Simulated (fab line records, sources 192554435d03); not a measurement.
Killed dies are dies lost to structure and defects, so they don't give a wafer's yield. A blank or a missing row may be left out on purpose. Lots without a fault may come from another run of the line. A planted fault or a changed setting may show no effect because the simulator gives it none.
fab line records | flow n5_finfet | part 2 of 2: steps 5 to 6 of 6
record lots=22 wafers=66 last_day=19
route steps=1938 shown BEOL_M0@715 BEOL_M1@765
lots that met no fault: from a run of the same line without faults
start_h: hours from the record's first day to the start of the lot's first wafer shown | wait_h: hours since the lot's step before | " the same as in the row above | L1.1+2: a row that stands for several wafers | - no value, or no start given | * or withheld: withheld | < > ~ a bound
route shown NAME@n: a module of which the file shows steps, and the number in the route of the first | usual: mean/standard deviation of fault-free wafers | same: alike in all rows | chamber/n: place in a boat | sites: the reading at each site | _std_site: their standard deviation | _edge_site: outer sites' mean less inner sites' | radius_mm: how far each site lies from the wafer's centre | mask NAME#n: copy n | behind: the tool/chamber that last shaped the wafer | hold: why the lot was held/for how many hours/how that ended | device: the transistor (n, p or np) that didn't switch | end of line: the same wafers' tests at the end of the route | a step without rows: its recipe alone | killed: dies lost to structure and defects at the first sort, not the wafer's yield | map: a wafer's dies, x killed, . not, _ none there
set.NAME: the setting as run; set.NAME@STEP: as run at that earlier step | model.NAME: the simulator's own value behind a step, which no gauge read
steps of the route over a sample of lots; a table a step, a row a wafer
services: from which hour (start_h, from the record's first day; less than 0 if before it) a tool's chamber was out of use, for how many hours, and why
## steps
# step N5_BEOL_M1_OVL_MEAS_12
# recipe points_per_wafer=522
# usual M1_OVL=-0.1/0.73
# columns lot.wafer tool chamber start_h wait_h M1_OVL[nm]
L074.1 overlay-01 0 124.72 0.0 0.2
L074.3 " 0 " " 0.6
L074.5 " 0 " " -0.2
L075.2 overlay-01 0 128.24 0.0 0.1
L075.4 " 0 " " 1.1
L075.6 " 0 " " 0.3
L076.1 overlay-02 0 135.67 0.0 -0.1
L076.4 " 0 " " 0.1
L076.6 " 0 " " -0.2
L077.1 overlay-02 0 139.55 0.0 -0.6
L077.4 " 0 " " -0.8
L077.6 " 0 " " -0.7
L078.2 overlay-02 0 150.33 0.0 -0.8
L078.4 " 0 " " -0.8
L078.6 " 0 " " -0.2
L079.2 overlay-01 0 158.67 0.0 -0.4
L079.3 " 0 " " -0.9
L079.5 " 0 " " -0.6
L080.1 overlay-02 0 159.01 0.0 -0.5
L080.3 " 0 " " 0.8
L080.5 " 0 " " 0.1
L081.1 overlay-01 0 165.13 0.0 1.0
L081.2 " 0 " " 0.2
L081.6 " 0 " " 0.9
L082.1 overlay-01 0 172.25 0.0 -0.2
L082.4 " 0 " " -2.1
L082.5 " 0 " " -0.8
L084.2 overlay-02 0 189.80 0.0 0.6
L084.5 " 0 " " 0.3
L084.6 " 0 " " 1.3
L085.2 overlay-02 0 191.04 0.0 -0.6
L085.5 " 0 " " 0.7
L085.6 " 0 " " -1.7
L087.2 overlay-01 0 205.87 0.0 0.1
L087.3 " 0 " " 0.2
L087.6 " 0 " " 0.1
L086.1 overlay-01 0 206.03 0.0 -1.4
L086.3 " 0 " " -1.1
L086.5 " 0 " " 0.0
L089.1 overlay-02 0 215.76 0.0 -0.3
L089.4 " 0 " " -0.6
L089.6 " 0 " " -0.4
L090.3 overlay-02 0 220.53 0.0 0.6
L090.4 " 0 " " -0.8
L090.6 " 0 " " 0.3
L091.2 overlay-01 0 226.90 0.0 0.9
L091.5 " 0 " " 2.2
L091.6 " 0 " " 0.7
L092.3 overlay-01 0 227.14 0.0 0.3
L092.5 " 0 " " 0.5
L092.6 " 0 " " 0.1
L093.2 overlay-02 0 240.27 0.0 0.1
L093.3 " 0 " " -0.1
L093.4 " 0 " " -0.6
L094.3 overlay-02 0 245.61 0.0 -0.8
L094.5 " 0 " " -0.1
L094.6 " 0 " " -1.2
L095.2 overlay-02 0 250.98 0.0 -0.4
L095.5 " 0 " " 0.4
L095.6 " 0 " " 0.1
L096.1 overlay-01 0 254.47 0.0 0.4
L096.2 " 0 " " 0.1
L096.5 " 0 " " -0.5
L097.3 overlay-01 0 264.47 0.0 -0.8
L097.4 " 0 " " -0.1
L097.5 " 0 " " -0.7
# step N5_BEOL_M1_ETCH_64
# recipe chemistry=N2/H2 target=SOC target_depth_a=750 overetch_a=150 mask_material=SiARC temp_c=40 time_s=112.5 ion_energy_ev=200 pressure_mtorr=30 source_w=840 bias_w=150 n2_flow_sccm=200 h2_flow_sccm=200
# usual drypump_motor_current_A=5.5/0.5 oes_product_au=0.63/0.061 rf_vpp_V=525.0/2.9 showerhead_plenum_p_Torr=2.58/0.1 throttle_valve_pct=17.84/0.22
# columns lot.wafer tool chamber start_h wait_h drypump_motor_current_A oes_product_au rf_hours_counter_h rf_vpp_V showerhead_plenum_p_Torr throttle_valve_pct
L074.1 rie_diel-03 1 124.94 0.0 6.0 0.59 140 523.3 2.54 17.96
L074.3 " 3 " " 6.3 0.55 241 522.9 2.49 18.20
L074.5 " 3 " " 6.3 0.55 - 524.2 2.49 18.20
L075.2 rie_diel-05 3 128.57 0.0 6.1 0.72 15 521.9 2.47 17.39
L075.4 " 3 " " 6.1 0.72 - 521.8 2.47 17.38
L075.6 " 0 " " 5.8 0.67 - 528.6 2.70 17.67
L076.1 rie_diel-03 3 136.32 0.0 6.3 0.54 244 523.0 2.49 18.21
L076.4 " 0 " " 4.9 0.62 143 521.5 2.45 18.09
L076.6 " 1 " " 6.1 0.58 - 524.4 2.54 17.98
L077.1 rie_diel-05 3 139.73 0.0 6.1 0.71 19 522.4 2.47 17.42
L077.4 " 0 " " 5.8 0.67 53 526.9 2.70 17.64
L077.6 " 3 " " 6.1 0.71 - 523.0 2.47 17.41
L078.2 rie_diel-04 3 151.42 0.0 4.9 0.60 161 525.7 2.63 17.94
L078.4 " 2 " " 5.1 0.58 186 521.3 2.41 17.72
L078.6 " 1 " " 4.9 0.59 - 527.2 2.64 18.22
L079.2 rie_diel-04 3 159.04 0.0 4.9 0.60 163 528.5 2.63 17.94
L079.3 " 1 " " 4.9 0.60 153 526.2 2.64 18.21
L079.5 " 3 " " 4.9 0.60 - 526.2 2.63 17.93
L080.1 rie_diel-05 0 159.19 0.0 5.8 0.66 59 528.5 2.70 17.69
L080.3 " 3 " " 6.1 0.70 25 522.1 2.47 17.41
L080.5 " 1 " " 5.6 0.66 - 528.2 2.69 17.83
L081.1 rie_diel-03 2 165.30 0.0 6.2 0.55 229 526.6 2.61 17.86
L081.2 " 0 " " 4.9 0.61 151 519.3 2.44 18.11
L081.6 " 2 " " 6.1 0.56 - 527.5 2.61 17.87
L082.1 rie_diel-03 2 172.42 0.0 6.2 0.56 231 524.7 2.61 17.88
L082.4 " 1 " " 6.1 0.58 - 523.4 2.54 18.01
L082.5 " 0 " " 4.9 0.61 - 519.9 2.44 18.11
L084.2 rie_diel-04 3 192.14 0.0 4.9 0.59 169 525.9 2.63 17.97
L084.5 " 1 " " 4.9 0.59 - 526.4 2.64 18.22
L084.6 " 0 " " 5.3 0.59 - 524.0 2.55 17.61
L085.2 rie_diel-04 3 192.37 0.0 4.9 0.59 169 526.3 2.63 17.95
L085.5 " 1 " " 4.9 0.59 - 527.3 2.64 18.21
L085.6 " 2 " " 5.1 0.56 - 519.5 2.41 17.76
L087.2 rie_diel-03 2 206.49 0.0 6.2 0.54 246 525.9 2.60 17.90
L087.3 " 1 " " 6.1 0.57 170 523.9 2.53 18.03
L087.6 " 2 " " 6.2 0.54 - 526.5 2.60 17.91
L086.1 rie_diel-05 0 206.72 0.0 5.8 0.65 73 528.4 2.69 17.69
L086.3 " 1 " " 5.6 0.66 63 529.1 2.68 17.85
L086.5 " 3 " " 6.1 0.68 - 521.6 2.46 17.44
L089.1 rie_diel-03 0 215.94 0.0 4.9 0.59 169 519.8 2.44 18.13
L089.4 " 3 " " 6.3 0.74 14 522.7 2.48 17.78
L089.6 " 1 " " 6.0 0.56 - 524.0 2.53 18.04
L090.3 rie_diel-04 1 220.84 0.0 4.9 0.59 167 525.7 2.64 18.22
L090.4 " 1 " " 4.9 0.58 - 527.7 2.64 18.23
L090.6 " 0 " " 5.3 0.57 - 523.0 2.55 17.62
L091.2 rie_diel-03 3 227.51 0.0 6.3 0.73 19 523.0 2.48 17.80
L091.5 " 1 " " 6.0 0.56 - 523.2 2.53 18.04
L091.6 " 3 " " 6.3 0.73 - 522.3 2.48 17.80
L092.3 rie_diel-05 1 227.93 0.0 5.6 0.66 69 528.0 2.68 17.86
L092.5 " 0 " " 5.8 0.65 - 528.1 2.69 17.71
L092.6 " 1 " " 5.6 0.65 - 526.6 2.68 17.88
L093.2 rie_diel-05 3 240.44 0.0 6.1 0.68 50 521.0 2.46 17.46
L093.3 " 0 " " 5.8 0.64 82 528.1 2.69 17.72
L093.4 " 1 " " 5.6 0.65 72 527.5 2.68 17.86
L094.3 rie_diel-04 0 245.77 0.0 5.4 0.57 171 524.3 2.54 17.63
L094.5 " 3 " " 4.9 0.58 - 525.4 2.62 17.98
L094.6 " 0 " " 5.3 0.57 - 523.1 2.54 17.62
L095.2 rie_diel-05 3 251.26 0.0 6.2 0.67 53 523.1 2.46 17.47
L095.5 " 3 " " 6.2 0.68 - 523.4 2.46 17.46
L095.6 " 2 " " 5.0 0.71 - 527.5 2.69 17.83
L096.1 rie_diel-05 1 254.85 0.0 5.6 0.64 76 528.2 2.68 17.87
L096.2 " 0 " " 5.8 0.64 86 528.5 2.68 17.71
L096.5 " 1 " " 5.6 0.65 - 529.7 2.68 17.86
L097.3 rie_diel-04 3 264.63 0.0 4.9 0.59 187 525.8 2.62 17.99
L097.4 " 1 " " 4.9 0.58 180 526.6 2.63 18.26
L097.5 " 0 " " 5.3 0.57 - 523.6 2.54 17.65
## services
# columns tool chamber start_h hours kind
rie_diel-02 0 92.12 4.1 repair
rie_diel-06 3 93.50 2.2 repair
ald_metal-01 1 102.83 12.1 repair
pvd_sputter-01 - 105.65 1.4 repair
rie_diel-05 2 111.70 7.9 repair
pvd_sputter-01 - 115.70 5.3 repair
rie_diel-06 1 144.17 - clean
rie_diel-05 - 147.63 0.9 repair
rie_diel-03 0 154.99 7.7 repair
rie_diel-02 2 173.19 5.9 repair
rie_diel-04 - 174.46 15.6 pm
rie_diel-06 1 176.21 35.1 repair
rie_diel-05 2 179.59 5.7 repair
rie_diel-02 - 182.74 0.5 repair
rie_diel-05 1 184.83 6.6 repair
rie_diel-02 2 192.53 6.0 repair
rie_diel-03 0 196.77 6.4 repair
rie_diel-04 3 200.90 12.8 repair
ald_metal-02 2 210.49 16.6 repair
rie_diel-04 2 216.19 9.9 repair
rie_diel-06 2 229.79 1.7 repair
ald_metal-01 - 234.61 8.7 pm
rie_diel-05 3 251.62 3.5 repair
rie_diel-03 - 253.91 0.7 repair
